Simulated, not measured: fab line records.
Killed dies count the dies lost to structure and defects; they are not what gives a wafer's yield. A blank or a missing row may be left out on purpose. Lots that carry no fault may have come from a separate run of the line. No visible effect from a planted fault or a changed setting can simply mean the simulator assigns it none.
fab line records	flow nand-harc
record lots=24	wafers=72	last-day=25
route steps=1159 shown A_STAIRCASE@552
lots that met no fault: from a run of the same line without faults
start-h: the number of hours between the record's first day and the start of the first shown wafer of the lot	wait-h: hours since the lot's step before	" identical to the entry in the row above	L1.1+2: several wafers, shown together as one row	- either no value or no given start	* or withheld: withheld	< > ~ a bound
route shown NAME@n: NAME is a module with steps in the file, n the number in the route of the first one	usual: mean and standard deviation over wafers with no fault	same: alike in all rows	chamber/n: place in a boat	sites: per-site readings	_std_site: the values' standard deviation	_edge_site: mean of outer sites minus mean of inner sites	radius-mm: for every site, how far away it sits from the centre of the wafer	mask NAME#n: copy n	behind: the last tool/chamber to shape the wafer	hold: reason for holding the lot/hours on hold/outcome of the hold	device: whichever transistor did not switch (one of n, p or np)	end of line: the tests these same wafers got at the end of their route	a step without rows: its recipe alone	killed: count of dies lost to structure and defects at first sort (not the wafer's yield)	map: the dies of a wafer, with x for killed, . for not killed, _ for no die there
set.NAME: setting as actually run; set.NAME@STEP: the setting as run at that earlier step	model.NAME: the simulator's own value behind a step, which no gauge read
the route's steps for a sample of lots (tables are steps, rows are wafers)
services: from which hour (start-h, from the record's first day; less than 0 if before it) a tool's chamber was out of use, for how many hours, and why
## steps
# step NHARC_A_STAIRCASE_TRIM_16
# recipe time-s=211.2	o2-flow-sccm=500	ar-flow-sccm=0	bias-w=0	chemistry=O2
# usual drypump-motor-current-A=5.8/0.33	o2-flow-sccm=500.1/1.5	oes-product-au=1.005/0.0067	rf-vpp-V=57.9/0.86	showerhead-plenum-p-Torr=3.57/0.11	throttle-valve-pct=17.036/0.0092
lot.wafer	tool	chamber	start-h	wait-h	drypump-motor-current-A	o2-flow-sccm	oes-product-au	rf-hours-counter-h	rf-vpp-V	showerhead-plenum-p-Torr	throttle-valve-pct
L075.3	rie-diel-04	2	-	-	5.7	502.3	0.997	43	58.6	3.45	17.013
L075.6	"	0	"	"	6.0	498.7	1.005	-	58.6	3.62	17.044
L075.5	"	1	"	"	5.0	500.0	1.002	-	59.2	3.49	17.036
L074.4	rie-diel-11	1	-	-	5.5	500.0	1.005	14	58.4	3.61	17.030
L074.5	"	2	"	"	6.1	502.3	1.009	-	58.8	3.77	17.026
L074.6	"	3	"	"	5.9	499.7	0.997	-	57.5	3.62	17.050
L076.4	rie-diel-05	3	-	-	5.9	502.2	1.002	30	56.8	3.35	17.050
L076.1	"	0	"	"	6.2	499.2	1.014	29	58.8	3.56	17.010
L076.6	"	2	"	"	5.4	499.7	1.004	-	57.9	3.49	17.041
L078.2	rie-diel-11	2	-	-	6.0	501.8	1.005	18	59.1	3.77	17.042
L078.5	"	3	"	"	5.9	499.7	1.008	-	58.4	3.62	17.040
L078.6	"	0	"	"	5.3	501.5	1.007	-	57.5	3.53	17.030
L077.3	rie-diel-05	3	-	-	6.0	498.9	1.004	33	57.2	3.35	17.043
L077.1	"	0	"	"	6.1	501.8	1.020	31	58.0	3.56	17.045
L077.5	"	3	"	"	5.9	499.3	1.009	-	58.0	3.35	17.037
L079.2	rie-diel-04	1	-	-	5.0	499.6	1.001	53	56.6	3.49	17.023
L079.1	"	3	"	"	6.2	501.7	0.997	58	58.6	3.56	17.043
L079.6	"	1	"	"	5.0	500.7	1.000	-	56.4	3.49	17.029
L080.1	rie-diel-11	1	-	-	5.5	499.2	1.002	24	59.3	3.61	17.032
L080.3	"	3	"	"	5.9	500.1	1.005	27	58.6	3.61	17.036
L080.2	"	0	"	"	5.3	498.2	1.009	25	59.1	3.52	17.028
L081.3	rie-diel-11	0	-	-	5.3	500.0	1.012	25	57.2	3.52	17.049
L081.4	"	1	"	"	5.5	503.9	0.991	25	58.6	3.61	17.036
L081.6	"	1	"	"	5.5	500.9	0.998	-	58.5	3.61	17.051
L082.1	rie-diel-05	3	-	-	6.0	499.8	0.998	42	57.1	3.35	17.048
L082.4	"	0	"	"	6.1	502.4	1.005	42	57.2	3.55	17.050
L082.5	"	3	"	"	6.0	498.9	0.991	-	58.1	3.35	17.033
L084.4	rie-diel-11	2	-	-	6.1	499.0	1.010	35	58.7	3.76	17.041
L084.1	"	0	"	"	5.3	500.0	1.011	34	56.5	3.52	17.040
L084.5	"	2	"	"	6.1	500.9	1.008	-	57.5	3.76	17.022
L083.4	rie-diel-11	3	-	-	5.9	499.7	1.004	36	60.0	3.61	17.039
L083.2	"	1	"	"	5.6	502.3	1.005	35	59.3	3.60	17.047
L083.5	"	3	"	"	5.9	499.4	1.011	-	57.0	3.61	17.044
L086.1	rie-diel-11	3	-	-	5.9	501.2	0.996	41	56.7	3.61	17.035
L086.3	"	0	"	"	5.3	499.7	1.012	40	58.9	3.51	17.015
L086.2	"	1	"	"	5.5	501.4	0.994	41	57.8	3.60	17.033
L088.6	rie-diel-05	0	-	-	6.1	500.6	1.015	-	56.9	3.54	17.037
L088.4	"	2	"	"	5.4	498.9	1.006	-	57.7	3.48	17.041
L088.5	"	3	"	"	6.0	499.6	0.991	-	56.7	3.34	17.032
L087.6	rie-diel-05	3	-	-	6.0	502.1	1.006	-	56.2	3.34	17.037
L087.4	"	0	"	"	6.1	497.8	1.013	-	55.8	3.54	17.037
L087.5	"	2	"	"	5.4	502.1	1.000	-	58.3	3.48	17.030
L085.4	rie-diel-11	3	-	-	5.9	500.2	1.001	42	58.3	3.61	17.041
L085.5	"	3	"	"	5.9	498.0	1.002	-	56.8	3.61	17.018
L085.6	"	0	"	"	5.3	498.4	1.025	-	58.3	3.51	17.041
L089.3	rie-diel-11	1	-	-	5.5	503.1	1.000	44	58.8	3.59	17.034
L089.1	"	3	"	"	5.9	500.3	1.007	44	57.2	3.61	17.024
L089.6	"	1	"	"	5.5	500.7	0.999	-	58.1	3.60	17.025
L091.2	rie-diel-05	2	-	-	5.5	501.2	0.995	59	58.1	3.48	17.041
L091.4	"	3	"	"	6.0	497.6	1.002	-	57.8	3.34	17.034
L091.6	"	2	"	"	5.4	501.1	1.002	-	58.6	3.48	17.035
L092.3	rie-diel-11	3	-	-	5.9	500.5	1.005	47	58.2	3.60	17.047
L092.2	"	0	"	"	5.3	499.6	1.009	46	57.0	3.51	17.035
L092.6	"	2	"	"	6.0	498.9	1.011	-	59.1	3.75	17.027
L090.4	rie-diel-11	2	-	-	6.1	501.9	1.012	50	58.5	3.75	17.024
L090.2	"	0	"	"	5.3	499.6	1.015	46	57.2	3.51	17.034
L090.5	"	3	"	"	5.9	500.2	1.000	-	59.2	3.60	17.026
L093.3	rie-diel-11	2	-	-	6.0	500.0	1.004	52	57.7	3.75	17.029
L093.2	"	0	"	"	5.3	498.5	1.014	49	58.5	3.51	17.032
L093.1	"	1	"	"	5.5	499.0	0.996	50	56.1	3.59	17.037
L095.4	rie-diel-04	2	-	-	5.7	497.4	0.998	23	58.0	3.43	17.034
L095.2	"	3	"	"	6.2	499.3	1.000	25	56.6	3.54	17.042
L095.6	"	2	"	"	5.6	500.2	1.010	-	58.2	3.43	17.043
L094.4	rie-diel-04	1	-	-	5.0	499.9	1.001	23	58.0	3.48	17.032
L094.1	"	2	"	"	5.6	500.9	0.992	23	58.6	3.43	17.043
L094.6	"	0	"	"	5.9	502.6	1.014	-	57.5	3.59	17.038
L096.2	rie-diel-11	1	-	-	5.5	499.3	0.995	58	57.8	3.59	17.043
L096.3	"	2	"	"	6.1	498.4	1.011	60	58.0	3.74	17.033
L096.5	"	0	"	"	5.3	501.9	1.003	-	56.6	3.50	17.036
L097.2	rie-diel-11	1	-	-	5.5	499.2	1.003	1	57.4	3.59	17.032
L097.1	"	2	"	"	6.1	498.5	1.008	1	58.9	3.74	17.037
L097.6	"	0	"	"	5.3	499.4	1.007	-	58.3	3.50	17.026
# step NHARC_A_STAIRCASE_ETCH_21
# recipe target-depth-a=1000	time-s=40.5	ion-energy-ev=400	c4f8-flow-sccm=20	o2-flow-sccm=10	ar-flow-sccm=withheld	rf-w=600	bias-w=1000	chemistry=C4F8/O2
# usual oes-product-au=0.946/0.015	rf-vpp-V=897/4.1
lot.wafer	tool	chamber	start-h	wait-h	oes-product-au	rf-hours-counter-h	rf-vpp-V
L075.3	rie-diel-05	0	-	-	0.934	27	897
L075.5	"	2	"	"	0.918	-	895
L075.6	"	3	"	"	0.919	-	890
L074.4	rie-diel-11	1	-	-	0.929	15	899
L074.5	"	2	"	"	0.932	-	905
L074.6	"	3	"	"	0.936	-	899
L076.1	rie-diel-11	2	-	-	0.958	18	904
L076.4	"	1	"	"	0.947	17	899
L076.6	"	3	"	"	0.947	-	900
L078.2	rie-diel-05	3	-	-	0.944	31	890
L078.5	"	2	"	"	0.938	-	894
L078.6	"	3	"	"	0.947	-	890
L077.3	rie-diel-05	0	-	-	0.959	31	897
L077.1	"	2	"	"	0.956	36	893
L077.5	"	3	"	"	0.946	-	889
L079.2	rie-diel-04	0	-	-	0.962	58	899
L079.1	"	2	"	"	0.945	49	894
L079.6	"	1	"	"	0.931	-	896
L080.3	rie-diel-04	0	-	-	0.984	62	899
L080.1	"	1	"	"	0.981	56	894
L080.2	"	2	"	"	0.965	51	892
L081.4	rie-diel-11	2	-	-	0.967	27	904
L081.3	"	1	"	"	0.945	25	899
L081.6	"	3	"	"	0.949	-	901
L082.1	rie-diel-05	0	-	-	0.966	42	897
L082.4	"	1	"	"	0.948	46	899
L082.5	"	0	"	"	0.952	-	896
L084.1	rie-diel-11	0	-	-	0.948	34	894
L084.4	"	1	"	"	0.933	34	899
L084.5	"	1	"	"	0.939	-	898
L083.2	rie-diel-04	0	-	-	0.964	2	898
L083.4	"	1	"	"	0.952	2	896
L083.5	"	1	"	"	0.963	-	895
L086.3	rie-diel-11	1	-	-	0.960	42	899
L086.2	"	3	"	"	0.932	41	898
L086.1	"	0	"	"	0.941	40	895
L088.5	rie-diel-05	0	-	-	0.955	-	896
L088.6	"	2	"	"	0.937	-	894
L088.4	"	3	"	"	0.949	-	889
L087.4	rie-diel-11	0	-	-	0.981	41	895
L087.5	"	1	"	"	0.963	-	897
L087.6	"	2	"	"	0.975	-	903
L085.6	rie-diel-05	3	-	-	0.922	-	889
L085.4	"	0	"	"	0.935	-	896
L085.5	"	2	"	"	0.925	-	894
L089.1	rie-diel-11	1	-	-	0.928	45	898
L089.3	"	2	"	"	0.940	47	904
L089.6	"	1	"	"	0.931	-	898
L091.2	rie-diel-05	0	-	-	0.953	62	896
L091.4	"	3	"	"	0.947	-	889
L091.6	"	0	"	"	0.947	-	896
L092.3	rie-diel-11	0	-	-	0.936	47	895
L092.2	"	2	"	"	0.936	50	904
L092.6	"	0	"	"	0.936	-	895
L090.4	rie-diel-11	0	-	-	0.943	47	896
L090.2	"	2	"	"	0.934	51	903
L090.5	"	0	"	"	0.933	-	896
L093.1	rie-diel-04	0	-	-	0.945	21	898
L093.3	"	1	"	"	0.923	19	896
L093.2	"	2	"	"	0.940	19	892
L095.2	rie-diel-11	0	-	-	0.962	52	895
L095.4	"	1	"	"	0.943	-	897
L095.6	"	2	"	"	0.943	-	904
L094.1	rie-diel-05	3	355.88	0.3	0.925	4	889
L094.4	"	2	"	"	0.934	-	893
L094.6	"	2	"	"	0.926	-	894
L096.2	rie-diel-04	3	-	-	0.942	32	897
L096.3	"	0	"	"	0.953	32	899
L096.5	"	2	"	"	0.938	-	892
L097.1	rie-diel-11	1	-	-	0.937	1	898
L097.2	"	0	"	"	0.949	1	895
L097.6	"	1	"	"	0.928	-	898
# step NHARC_A_STAIRCASE_ETCH_188
# recipe target-depth-a=1000	time-s=40.5	ion-energy-ev=400	c4f8-flow-sccm=20	o2-flow-sccm=10	ar-flow-sccm=withheld	rf-w=600	bias-w=1000	chemistry=C4F8/O2
# usual oes-product-au=0.940/0.013	rf-vpp-V=896/3.8
lot.wafer	tool	chamber	start-h	wait-h	oes-product-au	rf-hours-counter-h	rf-vpp-V
L075.3	rie-diel-04	1	-	-	0.933	49	897
L075.6	"	2	"	"	0.940	-	892
L075.5	"	3	"	"	0.942	-	897
L074.4	rie-diel-11	2	-	-	0.940	16	905
L074.5	"	1	"	"	0.946	-	898
L074.6	"	2	"	"	0.932	-	905
L076.1	rie-diel-11	2	-	-	0.934	19	903
L076.4	"	3	"	"	0.918	21	899
L076.6	"	3	"	"	0.927	-	899
L078.2	rie-diel-04	2	-	-	0.949	46	892
L078.5	"	3	"	"	0.954	-	897
L078.6	"	0	"	"	0.957	-	898
L077.1	rie-diel-05	2	-	-	0.934	36	897
L077.3	"	3	"	"	0.930	34	890
L077.5	"	1	"	"	0.941	-	899
L079.1	rie-diel-04	0	-	-	0.929	58	899
L079.2	"	1	"	"	0.925	54	894
L079.6	"	2	"	"	0.921	-	894
L080.1	rie-diel-05	2	-	-	0.941	42	895
L080.2	"	3	"	"	0.950	40	889
L080.3	"	0	"	"	0.940	39	897
L081.4	rie-diel-11	2	-	-	0.939	28	903
L081.3	"	0	"	"	0.947	26	897
L081.6	"	2	"	"	0.934	-	903
L082.1	rie-diel-04	0	-	-	0.935	66	898
L082.4	"	0	"	"	0.936	-	899
L082.5	"	0	"	"	0.934	-	898
L084.1	rie-diel-05	1	-	-	0.953	52	899
L084.4	"	2	"	"	0.946	50	894
L084.5	"	0	"	"	0.974	-	897
L083.2	rie-diel-05	1	-	-	0.927	54	900
L083.5	"	1	"	"	0.933	-	901
L083.4	"	0	"	"	0.936	-	897
L086.1	rie-diel-05	0	-	-	0.938	58	896
L086.2	"	2	"	"	0.922	56	894
L086.3	"	3	"	"	0.924	58	890
L088.4	rie-diel-04	2	-	-	0.955	9	893
L088.6	"	0	"	"	0.948	-	898
L088.5	"	1	"	"	0.954	-	895
L087.5	rie-diel-05	2	-	-	0.959	-	894
L087.4	"	3	"	"	0.944	-	889
L087.6	"	0	"	"	0.957	-	897
L085.4	rie-diel-11	2	-	-	0.943	46	904
L085.6	"	3	"	"	0.936	-	898
L085.5	"	0	"	"	0.967	-	896
L089.3	rie-diel-05	3	-	-	0.939	63	890
L089.1	"	0	"	"	0.949	63	896
L089.6	"	0	"	"	0.948	-	897
L091.4	rie-diel-04	0	-	-	0.926	16	898
L091.2	"	1	"	"	0.923	15	895
L091.6	"	1	"	"	0.923	-	893
L092.3	rie-diel-11	3	-	-	0.933	51	898
L092.2	"	1	"	"	0.920	51	898
L092.6	"	3	"	"	0.927	-	899
L090.4	rie-diel-04	1	-	-	0.920	20	897
L090.2	"	2	"	"	0.931	20	894
L090.5	"	1	"	"	0.931	-	893
L093.3	rie-diel-04	0	-	-	0.965	23	897
L093.2	"	1	"	"	0.963	21	894
L093.1	"	2	"	"	0.937	22	893
L095.2	rie-diel-04	0	-	-	0.947	27	897
L095.4	"	2	"	"	0.961	26	891
L095.6	"	0	"	"	0.949	-	898
L094.1	rie-diel-05	2	-	-	0.938	5	894
L094.4	"	2	"	"	0.940	-	893
L094.6	"	2	"	"	0.945	-	894
L096.2	rie-diel-04	1	-	-	0.918	32	895
L096.3	"	3	"	"	0.930	34	896
L096.5	"	2	"	"	0.922	-	894
L097.1	rie-diel-05	1	-	-	0.959	2	899
L097.2	"	3	"	"	0.956	15	887
L097.6	"	2	"	"	0.969	-	895
# step NHARC_A_STAIRCASE_ETCH_192
# recipe target-depth-a=1000	time-s=40.5	ion-energy-ev=400	c4f8-flow-sccm=20	o2-flow-sccm=10	ar-flow-sccm=withheld	rf-w=600	bias-w=1000	chemistry=C4F8/O2
# usual oes-product-au=0.946/0.017	rf-vpp-V=896/3.9
lot.wafer	tool	chamber	start-h	wait-h	oes-product-au	rf-hours-counter-h	rf-vpp-V
L074.4	rie-diel-11	1	-	-	0.955	15	900
L074.6	"	2	"	"	0.958	-	904
L074.5	"	3	"	"	0.933	-	899
L075.3	rie-diel-04	1	-	-	0.948	49	895
L075.6	"	1	"	"	0.942	-	895
L075.5	"	2	"	"	0.933	-	893
L076.4	rie-diel-11	3	-	-	0.944	21	901
L076.1	"	2	"	"	0.936	20	905
L076.6	"	0	"	"	0.942	-	897
L078.2	rie-diel-04	1	-	-	0.946	51	896
L078.5	"	1	"	"	0.945	-	894
L078.6	"	2	"	"	0.942	-	891
L077.1	rie-diel-05	0	-	-	0.940	33	897
L077.3	"	1	"	"	0.939	37	900
L077.5	"	3	"	"	0.938	-	890
L079.1	rie-diel-04	2	-	-	0.949	49	894
L079.2	"	3	"	"	0.944	59	897
L079.6	"	3	"	"	0.946	-	897
L080.1	rie-diel-05	3	-	-	0.953	40	890
L080.2	"	1	"	"	0.951	43	900
L080.3	"	2	"	"	0.940	42	894
L081.4	rie-diel-11	3	-	-	0.950	28	899
L081.3	"	0	"	"	0.947	27	896
L081.6	"	3	"	"	0.944	-	899
L082.1	rie-diel-11	1	289.17	-	1.009	30	899
L082.4	"	2	"	"	1.013	31	904
L082.5	"	0	"	"	1.020	-	896
L084.4	rie-diel-05	2	-	-	0.934	50	893
L084.1	"	0	"	"	0.960	49	896
L084.5	"	2	"	"	0.941	-	893
L083.2	rie-diel-05	0	-	-	0.955	51	897
L083.4	"	0	"	"	0.951	-	897
L083.5	"	3	"	"	0.938	-	888
L086.2	rie-diel-05	2	-	-	0.929	56	895
L086.3	"	3	"	"	0.931	58	889
L086.1	"	0	"	"	0.936	58	896
L088.4	rie-diel-04	3	-	-	0.950	9	897
L088.5	"	3	"	"	0.950	-	899
L088.6	"	0	"	"	0.951	-	899
L087.5	rie-diel-05	2	-	-	0.928	-	895
L087.6	"	3	"	"	0.940	-	889
L087.4	"	0	"	"	0.952	-	897
L085.4	rie-diel-11	0	-	-	0.952	43	895
L085.5	"	0	"	"	0.951	-	894
L085.6	"	1	"	"	0.926	-	899
L089.3	rie-diel-05	2	-	-	0.938	61	894
L089.1	"	0	"	"	0.946	63	896
L089.6	"	2	"	"	0.952	-	895
L091.2	rie-diel-04	1	-	-	0.942	15	894
L091.4	"	2	"	"	0.937	15	892
L091.6	"	2	"	"	0.929	-	893
L092.3	rie-diel-11	1	-	-	0.935	51	899
L092.2	"	2	"	"	0.944	53	903
L092.6	"	0	"	"	0.946	-	895
L090.4	rie-diel-04	2	-	-	0.941	20	893
L090.2	"	3	"	"	0.950	22	897
L090.5	"	1	"	"	0.934	-	895
L093.2	rie-diel-04	0	-	-	0.969	23	898
L093.1	"	1	"	"	0.942	21	895
L093.3	"	2	"	"	0.936	22	891
L095.4	rie-diel-04	3	-	-	0.933	27	897
L095.2	"	2	"	"	0.929	26	893
L095.6	"	3	"	"	0.941	-	897
L094.1	rie-diel-05	3	-	-	0.943	6	888
L094.4	"	2	"	"	0.943	-	895
L094.6	"	2	"	"	0.942	-	893
L096.3	rie-diel-04	1	-	-	0.919	33	893
L096.2	"	3	"	"	0.931	34	895
L096.5	"	0	"	"	0.931	-	897
L097.1	rie-diel-05	0	-	-	0.951	10	897
L097.2	"	1	"	"	0.950	2	901
L097.6	"	0	"	"	0.948	-	896
# step NHARC_A_STAIRCASE_ETCH_203
# recipe target-depth-a=1000	time-s=40.5	ion-energy-ev=400	c4f8-flow-sccm=20	o2-flow-sccm=10	ar-flow-sccm=withheld	rf-w=600	bias-w=1000	chemistry=C4F8/O2
# usual oes-product-au=0.946/0.01	rf-vpp-V=897/3.8
lot.wafer	tool	chamber	start-h	wait-h	oes-product-au	rf-hours-counter-h	rf-vpp-V
L074.4	rie-diel-11	0	-	-	0.953	17	895
L074.6	"	1	"	"	0.955	-	898
L074.5	"	2	"	"	0.965	-	905
L075.3	rie-diel-04	2	-	-	0.934	45	894
L075.6	"	0	"	"	0.952	-	899
L075.5	"	1	"	"	0.946	-	896
L076.1	rie-diel-11	2	-	-	0.953	20	904
L076.4	"	0	"	"	0.967	20	895
L076.6	"	2	"	"	0.959	-	905
L078.2	rie-diel-04	1	-	-	0.945	51	895
L078.6	"	3	"	"	0.954	-	898
L078.5	"	0	"	"	0.961	-	900
L077.1	rie-diel-11	1	-	-	0.942	21	900
L077.3	"	2	"	"	0.949	22	905
L077.5	"	0	"	"	0.948	-	895
L079.2	rie-diel-04	0	-	-	0.946	59	900
L079.1	"	2	"	"	0.941	50	894
L079.6	"	3	"	"	0.931	-	899
L080.1	rie-diel-05	0	-	-	0.947	40	896
L080.3	"	1	"	"	0.961	44	901
L080.2	"	2	"	"	0.960	43	894
L081.3	rie-diel-11	3	-	-	0.933	29	899
L081.4	"	0	"	"	0.947	27	894
L081.6	"	3	"	"	0.936	-	899
L082.1	rie-diel-11	1	-	-	0.952	31	899
L082.4	"	0	"	"	0.956	32	894
L082.5	"	2	"	"	0.950	-	904
L084.1	rie-diel-05	0	-	-	0.972	50	897
L084.4	"	1	"	"	0.953	53	902
L084.5	"	3	"	"	0.960	-	890
L083.2	rie-diel-05	1	-	-	0.944	55	901
L083.4	"	0	"	"	0.957	-	897
L083.5	"	1	"	"	0.946	-	901
L086.3	rie-diel-04	3	-	-	0.929	10	897
L086.1	"	0	"	"	0.939	10	898
L086.2	"	1	"	"	0.936	10	895
L088.4	rie-diel-11	3	-	-	0.947	43	898
L088.6	"	2	"	"	0.964	-	903
L088.5	"	3	"	"	0.948	-	898
L087.4	rie-diel-05	2	-	-	0.945	-	894
L087.5	"	3	"	"	0.939	-	889
L087.6	"	0	"	"	0.950	-	895
L085.4	rie-diel-04	3	-	-	0.952	15	896
L085.5	"	0	"	"	0.949	-	897
L085.6	"	1	"	"	0.941	-	895
L089.3	rie-diel-04	0	-	-	0.948	16	899
L089.1	"	1	"	"	0.926	15	895
L089.6	"	0	"	"	0.947	-	899
L091.4	rie-diel-11	2	-	-	0.944	49	903
L091.2	"	0	"	"	0.946	46	895
L091.6	"	1	"	"	0.946	-	900
L092.2	rie-diel-04	1	-	-	0.927	21	895
L092.3	"	2	"	"	0.927	21	893
L092.6	"	3	"	"	0.938	-	898
L090.4	rie-diel-04	0	-	-	0.961	23	898
L090.2	"	1	"	"	0.940	21	895
L090.5	"	2	"	"	0.948	-	892
L093.2	rie-diel-04	0	-	-	0.926	24	900
L093.3	"	1	"	"	0.920	22	894
L093.1	"	3	"	"	0.931	24	896
L095.4	rie-diel-04	2	-	-	0.945	27	891
L095.2	"	0	"	"	0.945	29	897
L095.6	"	2	"	"	0.942	-	893
L094.4	rie-diel-04	1	-	-	0.941	27	893
L094.1	"	2	"	"	0.944	27	892
L094.6	"	1	"	"	0.935	-	895
L096.2	rie-diel-04	2	-	-	0.956	34	891
L096.3	"	1	"	"	0.930	33	893
L096.5	"	3	"	"	0.942	-	897
L097.2	rie-diel-11	2	-	-	0.961	3	903
L097.1	"	1	"	"	0.958	2	897
L097.6	"	2	"	"	0.951	-	903
# step NHARC_A_STAIRCASE_TRIM_231
# recipe time-s=211.2	o2-flow-sccm=500	ar-flow-sccm=0	bias-w=0	chemistry=O2
# usual drypump-motor-current-A=5.8/0.31	o2-flow-sccm=500.1/1.5	oes-product-au=1.005/0.0079	rf-vpp-V=57.7/0.86	showerhead-plenum-p-Torr=3.55/0.11	throttle-valve-pct=17.038/0.0091
lot.wafer	tool	chamber	start-h	wait-h	drypump-motor-current-A	o2-flow-sccm	oes-product-au	rf-hours-counter-h	rf-vpp-V	showerhead-plenum-p-Torr	throttle-valve-pct
L074.4	rie-diel-11	1	-	-	5.6	499.5	0.995	17	56.9	3.61	17.043
L074.6	"	3	"	"	5.9	498.7	1.003	-	58.4	3.62	17.035
L074.5	"	0	"	"	5.3	499.4	1.001	-	57.2	3.52	17.039
L075.3	rie-diel-05	1	-	-	6.0	499.4	0.999	33	58.2	3.66	17.028
L075.5	"	2	"	"	5.5	501.2	1.016	-	57.1	3.49	17.042
L075.6	"	3	"	"	5.9	498.6	1.015	-	58.0	3.35	17.042
L076.4	rie-diel-11	2	-	-	6.1	496.4	0.994	21	57.7	3.76	17.046
L076.1	"	3	"	"	5.9	503.9	0.998	23	57.1	3.62	17.059
L076.6	"	3	"	"	5.9	502.7	1.016	-	56.6	3.62	17.035
L078.2	rie-diel-11	0	-	-	5.3	500.6	1.001	22	57.9	3.52	17.023
L078.5	"	0	"	"	5.3	499.8	1.007	-	57.1	3.52	17.041
L078.6	"	1	"	"	5.5	501.4	0.992	-	57.0	3.61	17.039
L077.1	rie-diel-05	3	-	-	6.0	501.9	0.999	36	57.0	3.35	17.028
L077.3	"	2	"	"	5.5	500.6	1.002	38	56.4	3.49	17.021
L077.5	"	3	"	"	6.0	498.1	0.999	-	58.9	3.35	17.030
L079.1	rie-diel-04	3	-	-	6.2	498.1	1.002	64	56.9	3.56	17.045
L079.2	"	0	"	"	6.0	499.9	1.003	63	58.7	3.61	17.045
L079.6	"	0	"	"	6.0	498.8	1.002	-	57.7	3.61	17.038
L080.3	rie-diel-05	0	-	-	6.1	498.3	1.010	41	58.0	3.55	17.042
L080.1	"	1	"	"	6.0	499.4	1.013	45	58.4	3.65	17.033
L080.2	"	2	"	"	5.4	500.3	1.008	44	57.9	3.49	17.033
L081.3	rie-diel-04	3	-	-	6.2	499.8	1.009	66	58.6	3.56	17.042
L081.6	"	2	"	"	5.7	498.9	0.992	-	56.4	3.45	17.028
L081.4	"	3	"	"	6.1	497.5	0.999	-	57.5	3.56	17.021
L082.1	rie-diel-05	1	-	-	6.0	501.0	1.005	50	58.4	3.65	17.034
L082.4	"	2	"	"	5.5	498.9	1.011	48	57.8	3.48	17.029
L082.5	"	1	"	"	6.0	502.0	1.018	-	58.2	3.65	17.023
L084.1	rie-diel-05	1	-	-	6.0	501.4	1.000	53	58.0	3.65	17.024
L084.4	"	2	"	"	5.4	499.0	0.996	51	58.8	3.48	17.032
L084.5	"	1	"	"	6.0	502.8	1.010	-	58.7	3.65	17.037
L083.2	rie-diel-11	1	-	-	5.5	500.5	1.006	35	57.0	3.60	17.041
L083.4	"	3	"	"	5.9	499.4	1.008	38	58.1	3.61	17.027
L083.5	"	2	"	"	6.1	500.2	1.006	-	58.1	3.76	17.030
L086.2	rie-diel-11	3	-	-	5.9	498.4	1.009	44	56.9	3.61	17.047
L086.1	"	0	"	"	5.3	501.6	1.013	43	58.3	3.51	17.053
L086.3	"	2	"	"	6.1	500.5	1.002	47	57.2	3.75	17.030
L088.6	rie-diel-05	0	-	-	6.1	500.8	1.007	-	57.0	3.54	17.040
L088.4	"	2	"	"	5.4	499.9	1.005	-	58.6	3.48	17.040
L088.5	"	3	"	"	5.9	500.5	1.008	-	56.6	3.34	17.039
L087.4	rie-diel-11	3	-	-	5.9	499.1	0.994	46	59.2	3.60	17.033
L087.6	"	1	"	"	5.5	501.1	0.998	-	57.0	3.59	17.047
L087.5	"	2	"	"	6.1	500.5	1.002	-	58.9	3.75	17.047
L085.4	rie-diel-11	3	-	-	5.9	502.0	1.007	48	58.6	3.60	17.043
L085.6	"	0	"	"	5.3	502.5	1.015	-	57.4	3.51	17.052
L085.5	"	1	"	"	5.5	499.3	0.993	-	58.2	3.59	17.033
L091.4	rie-diel-11	2	-	-	6.1	499.8	1.025	52	57.5	3.75	17.042
L091.2	"	3	"	"	5.9	501.3	1.014	50	59.2	3.60	17.057
L091.6	"	0	"	"	5.3	499.7	1.023	-	57.5	3.51	17.042
L089.3	rie-diel-04	1	-	-	5.0	501.8	1.003	18	58.3	3.48	17.052
L089.1	"	2	"	"	5.7	499.7	1.011	19	58.6	3.44	17.025
L089.6	"	3	"	"	6.1	500.8	1.008	-	58.2	3.55	17.030
L092.3	rie-diel-11	1	-	-	5.6	501.6	1.008	53	58.1	3.59	17.047
L092.2	"	2	"	"	6.0	501.9	1.014	55	58.6	3.75	17.014
L092.6	"	1	"	"	5.5	500.7	0.988	-	58.2	3.59	17.053
L090.2	rie-diel-04	2	-	-	5.7	500.6	1.017	24	58.5	3.43	17.054
L090.4	"	3	"	"	6.2	499.0	0.998	25	57.7	3.54	17.050
L090.5	"	2	"	"	5.7	503.1	1.004	-	57.0	3.43	17.024
L093.2	rie-diel-04	3	-	-	6.2	500.6	1.005	27	57.3	3.54	17.032
L093.3	"	1	"	"	5.0	502.2	1.002	25	57.4	3.48	17.035
L093.1	"	2	"	"	5.6	498.8	1.001	25	57.2	3.43	17.026
L095.4	rie-diel-11	2	-	-	6.1	500.6	1.001	59	57.5	3.74	17.045
L095.2	"	0	"	"	5.3	501.3	1.005	55	57.6	3.50	17.039
L095.6	"	3	"	"	5.9	499.3	1.004	-	59.2	3.60	17.038
L094.1	rie-diel-05	0	-	-	6.1	497.8	1.014	2	57.4	3.54	17.044
L094.4	"	2	"	"	5.5	499.5	1.004	-	58.3	3.47	17.034
L094.6	"	3	"	"	6.0	499.2	0.997	-	56.6	3.33	17.046
L096.3	rie-diel-05	3	-	-	5.9	499.2	0.998	14	57.2	3.33	17.044
L096.2	"	1	"	"	6.0	497.2	1.016	1	59.4	3.64	17.041
L096.5	"	2	"	"	5.5	497.7	1.007	-	57.4	3.47	17.047
L097.2	rie-diel-05	2	-	-	5.4	500.9	1.000	17	55.7	3.47	17.028
L097.1	"	3	"	"	6.0	501.7	1.005	17	55.4	3.32	17.050
L097.6	"	2	"	"	5.4	500.1	0.999	-	57.4	3.47	17.042
## services
tool	chamber	start-h	hours	kind
rie-diel-11	0	223.09	-	clean
rie-diel-11	1	223.09	-	clean
rie-diel-11	2	223.09	-	clean
rie-diel-11	3	223.09	-	clean
rie-diel-04	1	229.80	3.6	repair
rie-diel-11	0	247.59	-	clean
rie-diel-11	1	247.59	-	clean
rie-diel-11	2	247.59	-	clean
rie-diel-11	3	247.59	-	clean
rie-diel-04	1	253.92	2.7	repair
rie-diel-11	0	272.76	-	clean
rie-diel-11	1	272.76	-	clean
rie-diel-11	2	272.76	-	clean
rie-diel-11	3	272.76	-	clean
rie-diel-04	1	275.49	13.2	repair
rie-diel-04	2	286.14	9.2	repair
rie-diel-04	-	289.06	9.0	pm
rie-diel-11	0	297.34	-	clean
rie-diel-11	1	304.97	3.8	repair
rie-diel-05	2	305.93	9.1	repair
rie-diel-11	-	310.36	0.3	repair
rie-diel-05	1	323.17	52.0	repair
rie-diel-05	-	341.01	9.0	pm
rie-diel-11	3	350.25	3.7	repair
## key
fault none
